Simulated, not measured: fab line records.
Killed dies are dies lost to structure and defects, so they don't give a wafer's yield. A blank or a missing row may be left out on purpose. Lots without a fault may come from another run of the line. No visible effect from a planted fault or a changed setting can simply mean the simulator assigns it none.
Matching of chambers ; flow nand harc ; NHARC_P_CONTACT_CMP_24 on cmp-01 has 4 sister chambers
The step polishes, t overpolish 30 s, target thk 200 nm. 4 wafers are shown with their chamber, then 12 later ones without.

== WAFERS, EACH WITH ITS CHAMBER ==
wafer;chamber;motor current A (A)
L082.5;0;14.2
L089.1;1;10.2
L089.2;3;11.0
L089.5;2;14.4

== WAFERS WITH NO CHAMBER GIVEN ==
wafer;motor current A (A)
L090.2;13.7
L090.3;11.1
L090.4;15.0
L091.1;14.3
L091.2;10.7
L091.6;10.1
L094.2;15.0
L094.3;9.9
L094.4;11.8
L096.1;11.7
L096.3;10.2
L096.4;14.0

== WHICH CHAMBER EACH ONE RAN IN ==
wafer;from the rows above;in truth
L090.2;can't be placed: 0 or 2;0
L090.3;can't be placed: 3 or 1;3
L090.4;can't be placed: 2 or 0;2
L091.1;can't be placed: 2 or 0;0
L091.2;can't be placed: 3 or 1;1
L091.6;can't be placed: 1 or 3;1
L094.2;can't be placed: 2 or 0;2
L094.3;can't be placed: 1 or 3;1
L094.4;can't be placed: 3 or 1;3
L096.1;can't be placed: 3 or 1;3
L096.3;can't be placed: 1 or 3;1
L096.4;can't be placed: 0 or 2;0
Placed correctly: 0 of 12. From these rows, 12 cannot be placed; in 12 the true chamber is one of the candidates. Wrongly placed: 0.
How it was worked out, from the rows above alone: a wafer's distance from a chamber is the root of the sum, over the readings, of the square of ((its reading less the chamber's mean) divided by the reading's scatter). The wafer belongs to the nearest chamber; if the next one is less than 2 further off, it can't be placed. The mean given for a chamber averages the wafers shown for that chamber. The scatter: root of mean squared gap, hidden wafer to nearest shown wafer, with one shown wafer a chamber.
